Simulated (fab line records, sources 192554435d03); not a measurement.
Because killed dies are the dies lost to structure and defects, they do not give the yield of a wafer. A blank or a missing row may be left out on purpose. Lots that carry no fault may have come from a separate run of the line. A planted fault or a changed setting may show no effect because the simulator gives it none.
Code-filled problem report in 8D (eight disciplines) form -- flow n5 finfet -- the parts of the form that need people (team, actions taken, sign-off) are left out

## 1. THE ISSUE
Wafers without a fault read 60.7 nm, standard deviation 1.3; thk nm at N5_SD_EPI_P_EPI_MEAS_23 reads a mean of 71.7 nm on 3 wafers belonging to 3 lots. Relative to the usual mean, that is a shift of +8.5 standard deviations.
The first sign was on wafer L708.1 at day 4 20:58, on film metro-02. The record has a number at this step for 12 wafers belonging to 5 lots. By rule, "out" or "out of limits" means more than 4 standard deviations away from the usual mean. All remaining wafers that have a number are taken as sound.

## 2. WHAT IT IS; WHAT IT IS NOT
question,is,is not
which readings at this step,thk nm,-
which lots,"L708, L709, L712","L703, L722"
which wafers of those lots,"L708.1, L709.1, L712.1","L708.3, L709.3, L712.3"
read on which gauges,"film metro-01, film metro-02",-
when,from day 4 20:58,"up to then (4 sound wafers); but 5 sound wafers of L709, L712, L722 came after"

## 3. SUSPECTS, AND WHAT RULES EACH OUT
Counting: if a tool at a process step up to the reading ran every lot that is out, it stays a suspect. Sound lots after the first of them don't rule it out here, since some wafers of a struck lot are sound.
- the gauge at N5_SD_EPI_P_EPI_MEAS_23 is ruled out. The wafers that are out were read on 2 gauges (film metro-01, film metro-02).
- epi rpcvd-03 at N5_SD_EPI_P_EPI_21 (deposits SiGe:B, time 355 s): kept. Ran every lot that is out, first one L708 (day 4 18:46); last sound lot up to then L703 (day 3 12:31).
The count leaves epi rpcvd-03 at N5_SD_EPI_P_EPI_21.

## 4. THE CAUSE (what the simulator had put in)
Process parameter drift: epi rpcvd-03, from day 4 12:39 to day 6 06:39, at N5_SD_EPI_P_EPI_21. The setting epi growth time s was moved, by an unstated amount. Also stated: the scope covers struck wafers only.
Counting left only this tool.

## 5. SEQUENCE OF EFFECTS, ordered by route
Rows list readings where the struck wafers' mean (over those with a number) sits beyond 3 standard deviations from the usual. Readings are gone through only where the record gives a usual standard deviation; hours: the median, over the lots, of the time from a lot's start at the first step in this table giving one to that lot's start at this step; sigmas: the change measured in usual standard deviations.
hours,step,reading,usual,on struck wafers,change,sigmas
0,N5_SD_EPI_P_EPI_MEAS_23,thk nm,60.7 nm,71.7,+11.0,+8.5

## 6. HOW IT WOULD HAVE BEEN CAUGHT EARLIER
Counted from the fault's start at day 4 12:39, it took 8 hours until the first out-of-limits reading at a measuring or inspecting step in this record, taken at day 4 20:58.
Tool readings at N5_SD_EPI_P_EPI_21 with a usual standard deviation given in the record: none out on any struck wafer, hence no alarm at a limit of 4 standard deviations on them.
Lots out: 3; of these, L709, L712 started N5_SD_EPI_P_EPI_21 on epi rpcvd-03 after day 4 20:58. A hold on the tool at that time would have spared those 2.
